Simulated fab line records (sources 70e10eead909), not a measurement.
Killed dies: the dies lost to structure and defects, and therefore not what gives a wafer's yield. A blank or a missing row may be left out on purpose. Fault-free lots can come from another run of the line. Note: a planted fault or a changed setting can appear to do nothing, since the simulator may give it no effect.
fab line records -- flow nandHarc
record: lots: 5, wafers: 15, lastDay: 25
route steps=1159 shown A_BLC@974 A_M0@994 END@1159
lots untouched by any fault: they come from a run of this same line in which no faults occurred
startH: hours from the record's opening day to when the first of the lot's shown wafers began -- waitH: time in hours since the lot's previous step -- " repeats the value in the row above -- L1.1+2: a row that stands for several wafers -- - value missing, or start not given -- * or withheld: withheld -- < > ~ a bound
route shown NAME@n: NAME is a module with steps in the file, n the number in the route of the first one -- usual: mean and standard deviation over wafers with no fault -- same: alike in all rows -- chamber/n: place in a boat -- sites: readings site by site -- _std_site: the standard deviation of these -- _edge_site: the outer-site mean with the inner-site mean subtracted -- radiusMm: for every site, how far away it sits from the centre of the wafer -- mask NAME#n: copy n -- behind: the most recent tool/chamber to have shaped the wafer -- hold: why the lot went on hold/how many hours it stayed there/how the hold came to an end -- device: names the non-switching transistor (n, p or np) -- end of line: at the end of the route, the tests of the same wafers -- a step without rows: its recipe alone -- killed: not the wafer's yield, but the dies lost to structure and defects at the first sort -- map: a wafer's dies, marking killed ones x, the rest . and places with no die _
set.NAME: the setting that was run; set.NAME@STEP: the one run at that earlier step -- model.NAME: the simulator's own value behind a step, which no gauge read
lots seen at some steps along the route; tables by step, rows by wafer
services: from which hour (startH, from the record's first day; less than 0 if before it) a tool's chamber was out of use, for how many hours, and why
== steps ==
step: NHARC_A_BLC_CD_MEAS_10
recipe: targetCdNm: 100, landingEnergyEv: 500
usual: cdNm: 99.9/0.36
same: landingEnergyEv: 500
lot.wafer,tool,chamber,startH,waitH,cdNm
L266.2,cdSem-01,0,437.68,-,100.4
L266.3,cdSem-01,0,437.68,-,100.0
L266.5,cdSem-01,0,437.68,-,100.0
L271.1,cdSem-02,0,509.65,-,100.0
L271.3,cdSem-02,0,509.65,-,100.9
L271.5,cdSem-02,0,509.65,-,100.0
L273.2,cdSem-02,0,510.72,-,99.6
L273.4,cdSem-02,0,510.72,-,99.9
L273.6,cdSem-02,0,510.72,-,99.5
L269.3,cdSem-02,0,516.74,-,99.7
L269.5,cdSem-02,0,516.74,-,100.5
L269.6,cdSem-02,0,516.74,-,100.2
L278.1,cdSem-03,0,536.70,-,99.8
L278.4,cdSem-03,0,536.70,-,99.6
L278.5,cdSem-03,0,536.70,-,99.8
step: NHARC_A_BLC_OVL_MEAS_11
usual: overlayXNm: 0.1/0.69, overlayYNm: -0.1/0.79
lot.wafer,tool,chamber,startH,waitH,overlayXNm,overlayYNm
L266.2,overlay-01,-,437.77,-,1.0,0.4
L266.3,overlay-01,-,437.77,-,0.8,0.4
L266.5,overlay-01,-,437.77,-,0.2,0.5
L271.1,overlay-02,-,509.73,-,-0.1,-0.9
L271.3,overlay-02,-,509.73,-,0.0,-1.0
L271.5,overlay-02,-,509.73,-,0.1,-0.8
L273.2,overlay-02,-,510.80,-,-0.5,-0.5
L273.4,overlay-02,-,510.80,-,-0.4,-0.3
L273.6,overlay-02,-,510.80,-,-0.2,-0.5
L269.3,overlay-02,-,516.84,-,-0.6,0.4
L269.5,overlay-02,-,516.84,-,-0.6,0.0
L269.6,overlay-02,-,516.84,-,0.0,0.5
L278.1,overlay-01,-,536.78,-,0.4,-1.1
L278.4,overlay-01,-,536.78,-,1.1,-0.5
L278.5,overlay-01,-,536.78,-,0.3,-0.7
step: NHARC_A_BLC_INSPECT_12
usual: rawDefectCount: 31/14
lot.wafer,tool,chamber,startH,waitH,rawDefectCount
L266.2,defectInspect-01,-,437.80,0.0,12
L266.3,defectInspect-01,-,437.80,0.0,10
L266.5,defectInspect-01,-,437.80,0.0,22
L271.1,defectInspect-01,-,509.77,0.0,35
L271.3,defectInspect-01,-,509.77,0.0,35
L271.5,defectInspect-01,-,509.77,0.0,29
L273.2,defectInspect-02,-,510.84,0.0,36
L273.4,defectInspect-02,-,510.84,0.0,34
L273.6,defectInspect-02,-,510.84,0.0,35
L269.3,defectInspect-01,-,516.88,0.0,12
L269.5,defectInspect-01,-,516.88,0.0,18
L269.6,defectInspect-01,-,516.88,0.0,20
L278.1,defectInspect-02,-,536.82,0.0,16
L278.4,defectInspect-02,-,536.82,0.0,36
L278.5,defectInspect-02,-,536.82,0.0,31
step: NHARC_A_BLC_DESCUM_15
recipe: timeS: 3, o2FlowSccm: 200, arFlowSccm: 0, biasPowerW: 0, chemistry: O2
step: NHARC_A_BLC_ETCH_16
recipe: targetDepthA: 390, overEtchFrac: 0.3, timeS: 65, ionEnergyEv: 80, cf4FlowSccm: 150, arFlowSccm: 0, rfW: 300, biasW: 100, chemistry: CF4
step: NHARC_A_BLC_ETCH_17
recipe: targetDepthA: 3900, overEtchFrac: 0.25, timeS: 609.38, ionEnergyEv: 200, n2FlowSccm: 150, h2FlowSccm: 150, arFlowSccm: 0, rfW: 400, biasW: 150, chemistry: N2/H2
step: NHARC_A_BLC_ETCH_18
recipe: targetDepthA: 9100, c4f8FlowSccm: 20, o2FlowSccm: 10, arFlowSccm: withheld, rfW: 600, biasW: 1500, chemistry: C4F8/O2/Ar
step: NHARC_A_BLC_CD_MEAS_19
usual: cdNm: 99.6/1.4
lot.wafer,tool,chamber,startH,waitH,cdNm
L266.2,cdSem-01,-,438.84,-,101.3
L266.3,cdSem-01,-,438.84,-,99.4
L266.5,cdSem-01,-,438.84,-,100.6
L271.1,cdSem-02,-,511.04,-,98.6
L271.3,cdSem-02,-,511.04,-,101.7
L271.5,cdSem-02,-,511.04,-,102.7
L273.2,cdSem-03,-,511.89,-,98.8
L273.4,cdSem-03,-,511.89,-,98.5
L273.6,cdSem-03,-,511.89,-,98.5
L269.3,cdSem-02,-,518.10,-,98.9
L269.5,cdSem-02,-,518.10,-,99.4
L269.6,cdSem-02,-,518.10,-,100.3
L278.1,cdSem-03,-,537.85,-,99.5
L278.4,cdSem-03,-,537.85,-,99.4
L278.5,cdSem-03,-,537.85,-,101.1
step: NHARC_A_BLC_STRIP_29
recipe: cf4FlowSccm: 150, arFlowSccm: 0, biasW: 0, chemistry: CF4
step: NHARC_A_BLC_STRIP_21
recipe: o2FlowSccm: 500, arFlowSccm: 0, biasW: 0, chemistry: O2
usual: drypumpMotorCurrentA: 5.6/0.36, mfcArSccm: 0.006/0.0088, oesProductAu: 0.997/0.0074, rfVppV: 58.0/0.97, showerheadPlenumPTorr: 3.59/0.17, throttleValvePct: 17.036/0.0086
lot.wafer,tool,chamber,startH,waitH,drypumpMotorCurrentA,mfcArSccm,oesProductAu,rfHoursCounterH,rfVppV,showerheadPlenumPTorr,throttleValvePct
L266.2,rieDiel-08,3,439.02,0.1,5.5,0,1.000,12,58.3,3.63,17.019
L266.3,rieDiel-08,0,439.02,0.1,5.3,0.003,0.994,12,57.8,3.48,17.021
L266.5,rieDiel-08,3,439.02,0.1,5.5,0,1.009,-,58.1,3.63,17.042
L271.3,rieDiel-08,0,511.33,0.1,5.3,0.003,0.999,2,57.4,3.48,17.041
L271.1,rieDiel-08,1,511.33,0.1,5.2,0.024,0.997,2,57.9,3.59,17.026
L271.5,rieDiel-08,0,511.33,0.1,5.3,0.003,1.003,-,58.0,3.48,17.048
L273.2,rieDiel-06,3,512.07,0.1,5.1,0.017,1.003,8,57.7,3.74,17.033
L273.4,rieDiel-06,2,512.07,0.1,5.6,0,1.001,8,57.9,3.51,17.047
L273.6,rieDiel-06,0,512.07,0.1,5.8,0,0.993,-,56.6,3.28,17.026
L269.3,rieDiel-06,0,518.28,0.1,5.8,0,0.997,8,56.3,3.28,17.022
L269.6,rieDiel-06,0,518.28,0.1,5.8,0,1.000,-,56.3,3.28,17.048
L269.5,rieDiel-06,1,518.28,0.1,6.1,0.005,1.002,-,58.2,3.76,17.041
L278.1,rieDiel-08,1,538.03,0.1,5.2,0.024,0.988,5,57.6,3.59,17.037
L278.4,rieDiel-08,0,538.03,0.1,5.3,0.003,0.995,5,57.4,3.48,17.041
L278.5,rieDiel-08,2,538.03,0.1,5.9,0,0.998,-,57.7,3.75,17.032
step: NHARC_A_BLC_STRIP_22
recipe: timeS: 600, tempC: 30, chemistry: postEtchResidueRemover
step: NHARC_A_BLC_DEGAS_30
recipe: tempC: 300, timeS: 60
step: NHARC_A_BLC_PRE_CLEAN_31
recipe: timeS: 15, biasV: 250, gas: Ar
lot.wafer,tool,chamber,startH,waitH
L266.3+2+5,pvdSputter-02,-,439.50,-
L271.1+3+5,pvdSputter-02,-,511.83,-
L273.4+2+6,pvdSputter-01,-,512.56,-
L269.3+6+5,pvdSputter-03,-,518.77,-
L278.4+1+5,pvdSputter-01,-,538.54,-
step: NHARC_A_BLC_PVD_32
recipe: targetThkA: 50, chamberPressurePa: 5, powerW: 5000, substrateTempC: 200, timeS: 17.7, material: Ti
step: NHARC_A_BLC_ALD_23
recipe: targetThkA: 30, pulseTimeS: 1, aldCycles: 150, tempC: 450, material: TiN
step: NHARC_A_BLC_CVD_24
recipe: targetThkA: 1500, tempC: 300, pressureTorr: 40, wf6FlowSccm: 40, h2FlowSccm: 1600, arFlowSccm: 1560, timeS: 434, material: W
step: NHARC_A_BLC_CMP_25
recipe: tOverpolishS: 30, targetThkNm: 150
usual: motorCurrentA: 12.0/1.2, overpolishRunS: 30.000/0.0088, timeToEndpointS: 30.1/2.1
lot.wafer,tool,chamber,startH,waitH,motorCurrentA,overpolishRunS,timeToEndpointS
L266.2,cmp-02,0,440.50,0.5,13.5,29.999,31.3
L266.3,cmp-02,1,440.50,0.5,10.4,29.986,30.0
L266.5,cmp-02,3,440.50,0.5,11.9,30.007,29.8
L271.1,cmp-02,3,514.02,0.4,12.1,29.995,30.3
L271.3,cmp-02,1,514.02,0.4,10.3,30.001,30.2
L271.5,cmp-02,2,514.02,0.4,10.1,29.998,29.4
L273.2,cmp-03,0,514.29,0.4,11.6,30.011,26.8
L273.4,cmp-03,1,514.29,0.4,12.8,30.014,30.3
L273.6,cmp-03,3,514.29,0.4,13.4,30.016,26.3
L269.3,cmp-04,2,523.92,0.3,13.2,30.005,29.2
L269.6,cmp-04,0,523.92,0.3,10.1,29.993,31.2
L269.5,cmp-04,1,523.92,0.3,12.1,30.000,29.2
L278.4,cmp-04,1,556.61,0.2,12.1,30.014,28.2
L278.1,cmp-04,0,556.61,0.2,10.6,29.996,29.8
L278.5,cmp-04,2,556.61,0.2,13.2,30.002,31.9
step: NHARC_A_BLC_SRD_27
step: NHARC_A_M0_DEP_00
recipe: targetThkA: 1500, targetThkNm: 150, tempC: withheld, pressureTorr: 5, flowSccm: 200, rfW: 600, material: SiOC
step: NHARC_A_M0_DEHYDRATE_01
recipe: tempC: 150, timeS: 120
step: NHARC_A_M0_HMDS_02
recipe: timeS: 30
step: NHARC_A_M0_COAT_33
recipe: tempC: 200, timeS: 65
step: NHARC_A_M0_COAT_03
recipe: spinRpm: 1500, resistThkNm: 90
step: NHARC_A_M0_SOFTBAKE_04
recipe: tempC: 105, timeS: 55
step: NHARC_A_M0_EBR_05
step: NHARC_A_M0_EXPOSE_06
recipe: na: 1.35, targetCdNm: 80, doseMj: 83.25, maskId: A_M0
step: NHARC_A_M0_PEB_07
recipe: pebTempC: 100, pebTimeS: 65
step: NHARC_A_M0_DEVELOP_08
recipe: developTimeS: 35, devTempC: 23
step: NHARC_A_M0_CD_MEAS_09
recipe: targetCdNm: 80, landingEnergyEv: 500
usual: cdNm: 79.9/0.51
same: landingEnergyEv: 500
lot.wafer,tool,chamber,startH,waitH,cdNm
L266.2,cdSem-02,0,441.77,-,79.3
L266.3,cdSem-02,0,441.77,-,80.1
L266.5,cdSem-02,0,441.77,-,79.3
L271.1,cdSem-03,0,515.30,-,80.8
L271.3,cdSem-03,0,515.30,-,79.1
L271.5,cdSem-03,0,515.30,-,79.8
L273.2,cdSem-02,0,515.57,-,80.0
L273.4,cdSem-02,0,515.57,-,80.2
L273.6,cdSem-02,0,515.57,-,80.3
L269.3,cdSem-03,0,525.18,-,80.2
L269.5,cdSem-03,0,525.18,-,80.1
L269.6,cdSem-03,0,525.18,-,80.5
L278.1,cdSem-03,0,557.91,-,79.8
L278.4,cdSem-03,0,557.91,-,80.5
L278.5,cdSem-03,0,557.91,-,79.6
step: NHARC_A_M0_OVL_MEAS_10
recipe: pitchNm: 160
usual: overlayXNm: -0.3/0.87, overlayYNm: -0.1/0.78
lot.wafer,tool,chamber,startH,waitH,overlayXNm,overlayYNm
L266.2,overlay-01,-,441.85,-,0.0,-0.4
L266.3,overlay-01,-,441.85,-,-0.6,-0.4
L266.5,overlay-01,-,441.85,-,0.0,0.1
L271.1,overlay-02,-,515.39,-,0.0,-0.3
L271.3,overlay-02,-,515.39,-,-0.5,-0.5
L271.5,overlay-02,-,515.39,-,-0.1,-0.1
L273.2,overlay-01,-,515.65,-,-1.1,-0.4
L273.4,overlay-01,-,515.65,-,-0.6,0.3
L273.6,overlay-01,-,515.65,-,-0.6,0.1
L269.3,overlay-01,-,525.27,-,0.4,-0.1
L269.5,overlay-01,-,525.27,-,0.4,-0.1
L269.6,overlay-01,-,525.27,-,-0.5,0.0
L278.1,overlay-02,-,558.00,-,-0.6,-0.1
L278.4,overlay-02,-,558.00,-,-0.6,0.2
L278.5,overlay-02,-,558.00,-,-0.4,0.3
step: NHARC_A_M0_DESCUM_14
recipe: timeS: 3, o2FlowSccm: 200, arFlowSccm: 0, biasPowerW: 0, chemistry: O2
step: NHARC_A_M0_ETCH_34
recipe: targetDepthA: 400, overetchA: 120, timeS: 43.94, ionEnergyEv: 200, n2FlowSccm: 150, h2FlowSccm: 150, arFlowSccm: 0, rfW: 400, biasW: 150, chemistry: N2/H2
usual: drypumpMotorCurrentA: 5.6/0.47, mfcArSccm: 0.006/0.0099, oesProductAu: 1.000/0.0063, rfVppV: 430.4/2.3, showerheadPlenumPTorr: 2.04/0.082, throttleValvePct: 14.171/0.011
lot.wafer,tool,chamber,startH,waitH,drypumpMotorCurrentA,mfcArSccm,oesProductAu,rfHoursCounterH,rfVppV,showerheadPlenumPTorr,throttleValvePct
L266.2,rieDiel-02,1,442.04,0.1,5.5,0,0.995,6,434.9,2.19,14.184
L266.3,rieDiel-02,0,442.04,0.1,6.0,0,0.990,6,427.4,1.99,14.181
L266.5,rieDiel-02,1,442.04,0.1,5.5,0,0.994,-,435.8,2.19,14.153
L271.1,rieDiel-05,0,515.59,0.1,5.1,0,1.002,10,429.6,2.01,14.170
L271.3,rieDiel-05,1,515.59,0.1,6.2,0.018,1.006,10,430.3,2.01,14.191
L271.5,rieDiel-05,3,515.59,0.1,5.2,0.010,0.997,-,430.3,2.06,14.168
L273.4,rieDiel-02,2,515.85,0.1,5.8,0.024,0.996,0,434.2,2.20,14.181
L273.2,rieDiel-02,3,515.85,0.1,5.5,0,0.989,1,428.8,1.99,14.172
L273.6,rieDiel-02,0,515.85,0.1,6.1,0,0.996,-,428.8,1.99,14.189
L269.3,rieDiel-10,1,525.45,0.1,5.3,0,1.003,12,431.0,2.05,14.163
L269.5,rieDiel-10,1,525.45,0.1,5.3,0,1.004,-,431.0,2.05,14.181
L269.6,rieDiel-10,2,525.45,0.1,6.4,0,0.998,-,429.1,1.98,14.163
L278.4,rieDiel-10,1,558.18,0.1,5.3,0,1.009,2,431.4,2.05,14.174
L278.1,rieDiel-10,2,558.18,0.1,6.4,0,0.992,1,429.1,1.98,14.166
L278.5,rieDiel-10,1,558.18,0.1,5.3,0,1.006,-,430.9,2.05,14.178
step: NHARC_A_M0_ETCH_15
recipe: targetDepthA: 1500, overetchA: 150, timeS: 82.5, c4f8FlowSccm: withheld, arFlowSccm: 400, rfW: 600, biasW: 300, chemistry: C4F8/Ar
usual: oesProductAu: 0.962/0.019, rfVppV: 440.8/2.4
lot.wafer,tool,chamber,startH,waitH,oesProductAu,rfHoursCounterH,rfVppV
L266.2,rieDiel-02,2,-,-,0.922,6,445.7
L266.3,rieDiel-02,0,-,-,0.934,6,439.6
L266.5,rieDiel-02,2,-,-,0.922,-,445.6
L271.3,rieDiel-05,1,-,-,0.980,10,439.2
L271.1,rieDiel-05,3,-,-,0.971,9,441.2
L271.5,rieDiel-05,1,-,-,0.973,-,439.7
L273.2,rieDiel-02,2,-,-,0.979,0,446.5
L273.4,rieDiel-02,3,-,-,0.958,1,439.5
L273.6,rieDiel-02,3,-,-,0.956,-,440.0
L269.3,rieDiel-10,0,-,-,0.963,10,442.9
L269.6,rieDiel-10,0,-,-,0.966,-,444.3
L269.5,rieDiel-10,1,-,-,0.972,-,441.2
L278.4,rieDiel-10,0,-,-,0.955,1,442.1
L278.1,rieDiel-10,2,-,-,0.950,1,439.6
L278.5,rieDiel-10,3,-,-,0.963,-,438.7
step: NHARC_A_M0_CD_MEAS_16
usual: cdNm: 79.7/0.67
lot.wafer,tool,chamber,startH,waitH,cdNm
L266.2,cdSem-01,-,442.25,-,80.1
L266.3,cdSem-01,-,442.25,-,81.1
L266.5,cdSem-01,-,442.25,-,80.1
L271.1,cdSem-02,-,515.80,-,79.8
L271.3,cdSem-02,-,515.80,-,79.2
L271.5,cdSem-02,-,515.80,-,79.3
L273.2,cdSem-02,-,516.06,-,80.6
L273.4,cdSem-02,-,516.06,-,80.5
L273.6,cdSem-02,-,516.06,-,79.9
L269.3,cdSem-03,-,525.67,-,80.6
L269.5,cdSem-03,-,525.67,-,80.4
L269.6,cdSem-03,-,525.67,-,80.1
L278.1,cdSem-02,-,558.40,-,79.9
L278.4,cdSem-02,-,558.40,-,80.1
L278.5,cdSem-02,-,558.40,-,79.6
step: NHARC_A_M0_STRIP_18
recipe: powerW: 1000, n2FlowSccm: 150, h2FlowSccm: 150, arFlowSccm: 0, biasW: 0, chemistry: N2/H2
step: NHARC_A_M0_STRIP_19
recipe: timeS: 600, tempC: 30, chemistry: postEtchResidueRemover
step: NHARC_A_M0_DEGAS_28
recipe: tempC: 250, timeS: 60
step: NHARC_A_M0_PRE_CLEAN_29
recipe: timeS: 30, tempC: 280, gas: H2/He
usual: heaterPowerW: 416/35, susceptorTempC: 279.98/0.16
lot.wafer,tool,chamber,startH,waitH,heaterPowerW,susceptorTempC
L266.2,pvdSputter-02,-,-,-,435,279.77
L266.3,pvdSputter-02,-,-,-,485,279.97
L266.5,pvdSputter-02,-,-,-,383,279.89
L271.1,pvdSputter-03,-,-,-,354,280.25
L271.3,pvdSputter-03,-,-,-,424,279.78
L271.5,pvdSputter-03,-,-,-,367,280.05
L273.4,pvdSputter-02,-,-,-,429,280.02
L273.2,pvdSputter-02,-,-,-,493,279.90
L273.6,pvdSputter-02,-,-,-,451,280.02
L269.3,pvdSputter-03,-,-,-,365,279.90
L269.6,pvdSputter-03,-,-,-,438,280.24
L269.5,pvdSputter-03,-,-,-,385,279.83
L278.4,pvdSputter-02,-,-,-,411,279.80
L278.1,pvdSputter-02,-,-,-,380,279.98
L278.5,pvdSputter-02,-,-,-,420,279.97
step: NHARC_A_M0_PVD_20
recipe: targetThkA: 50, biasV: 168.6, powerW: 15000, chamberPressurePa: 0.12, timeS: 8.06, substrateTempC: 50, material: TaN
step: NHARC_END_SORT_01
recipe: tempC: 25
usual: killedAtArray: 28/11, killedAtOther: 0.9/1.2, killedAtPeriphery: 2.6/2.1, killedDies: 31/11, killedOpen: 3.1/1.7, killedShort: 1.9/1.3
same: grossDies: 677
lot.wafer,tool,chamber,startH,waitH,killedAtArray,killedAtOther,killedAtPeriphery,killedDies,killedOpen,killedShort
L273.4,prober-02,0,567.00,3.4,37,0,0,37,6,1
L273.6,prober-02,0,568.59,4.0,31,1,1,33,2,2
L278.1,prober-02,0,598.41,2.5,86,1,3,90,2,1
killed by level:class
L273.4 A_CHANNEL_HOLE_D1:chamberFilmFlake=20 A_CONTACT:chamberFilmFlake=9 A_CONTACT:geometricParticle:open=3 A_ONON_D1:geometricParticle:open=1 A_CHANNEL_FILL_D1:geometricParticle:short=1 A_WL_FILL:geometricParticle:open=1 A_M0:geometricParticle:open=1 A_WL_FILL:chamberFilmFlake=1
L273.6 A_CHANNEL_HOLE_D1:chamberFilmFlake=20 A_CONTACT:chamberFilmFlake=6 A_SGD_CUT:geometricParticle:short=2 A_STAIRCASE:chamberFilmFlake=2 P_CONTACT:geometricParticle:open=1 A_M0:geometricParticle:open=1 THIN_TSV:chamberFilmFlake=1
L278.1 A_BLC:unspecified=72 A_SLIT:chamberFilmFlake=5 A_CONTACT:chamberFilmFlake=5 P_CONTACT:geometricParticle:open=2 A_CHANNEL_HOLE_D1:chamberFilmFlake=2 A_WL_FILL:geometricParticle:short=1 P_BONDPAD:chamberFilmFlake=1 A_M0:chamberFilmFlake=1
map L278.1 (x killed, . not)
____________.____________
_________......._________
_______..........._______
______.x...........______
_____..............._____
____.................____
____x.xx.............____
___..xxx..............___
___...................___
__.....................__
__.....................__
_......................._
_......................._
_......................._
_............x.........._
_......................._
.....x.xx................
...xx.xxx.............x..
...xxxxxxx...............
..xxxxxxx................
...xxxxxxx...............
_..xxxxxxx.............._
_.xxxxxxxx.............._
_..xxxxxxx.x............_
_.xxxxxxx..............._
_...xxxxxx.............._
__xxx.xx.x........x....__
__........x........xx..__
___.x...........x.....___
___..........x........___
____..............x..____
____..x..........x...____
_____..............._____
______.............______
_______..........._______
_________......._________
____________.____________
map L273.2 (x killed, . not)
____________.____________
_________x......_________
_______..........._______
______...x.........______
_____..............._____
____..............x..____
____....x....x.......____
___.x.................___
___..............x....___
__...................x.__
__.........x....x......__
_.........xx....x......._
_..........x.....x.x...._
_..........xx....x.x...._
_.........xxx.xx........_
_..........xxx.........._
...........x.x.....x.....
.........x..x...x...x....
...........xx...x........
.........................
.........................
_......................._
_......................._
_......................._
_......................._
_.......x..............._
__.....................__
__.....................__
___...................___
___...................___
____.x........x......____
____.................____
_____.........x....._____
______.............______
_______..........._______
_________......._________
____________.____________
== services ==
tool,chamber,startH,hours,kind
rieDiel-06,-,418.28,9.0,pm
cmp-02,-,422.55,4.0,pm
rieDiel-06,2,431.36,7.3,repair
rieDiel-06,-,455.40,0.5,repair
pvdSputter-03,-,458.06,10.0,pm
rieDiel-10,3,462.85,1.3,repair
pvdSputter-01,-,463.54,1.1,repair
cmp-04,-,466.91,5.6,repair
rieDiel-08,0,468.54,10.0,repair
rieDiel-08,-,478.86,9.0,pm
pvdSputter-03,-,491.92,1.0,repair
rieDiel-02,2,491.92,5.7,repair
cmp-04,-,497.00,4.0,pm
pvdSputter-03,-,497.98,1.0,repair
rieDiel-02,-,504.70,9.0,pm
rieDiel-08,3,508.06,10.4,repair
pvdSputter-01,-,514.00,10.0,pm
rieDiel-05,-,517.60,9.0,pm
rieDiel-02,-,518.45,0.2,repair
cmp-02,-,520.55,4.0,pm
rieDiel-10,-,530.50,9.0,pm
rieDiel-02,3,537.37,5.0,repair
pvdSputter-02,-,537.91,0.5,repair
pvdSputter-02,-,551.57,0.5,repair
== key ==
firstSign: step: NHARC_END_SORT_01, reading: killedDies, direction: up, sigmas: 5.4, usual: 31, struck: 90
effect: step: NHARC_END_SORT_01, reading: killedAtArray, direction: up, sigmas: 5.4, usual: 28, struck: 86
moreKillsBornAt: NHARC_A_BLC_PRE_CLEAN_31@pvdSputter-01: 72
metAt NHARC_A_BLC_PRE_CLEAN_31
struckWafers L278.1
testerLeftOut L278
fault: kind: chamberParticleSource, tool: pvdSputter-01, chamber: -, onsetH: 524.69, steps: NHARC_A_BLC_PRE_CLEAN_31, ratePerVisitCm2: 0.51805, endH: 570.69, scope: struckWafersOnly
testerLeftOut: of these lots the tester's yield and bins aren't shown, on N5 and GAA mostly nor the transistor test; their killed dies are dies lost to structure and defects alone, not to doping, threshold or leakage, so they don't give the yield
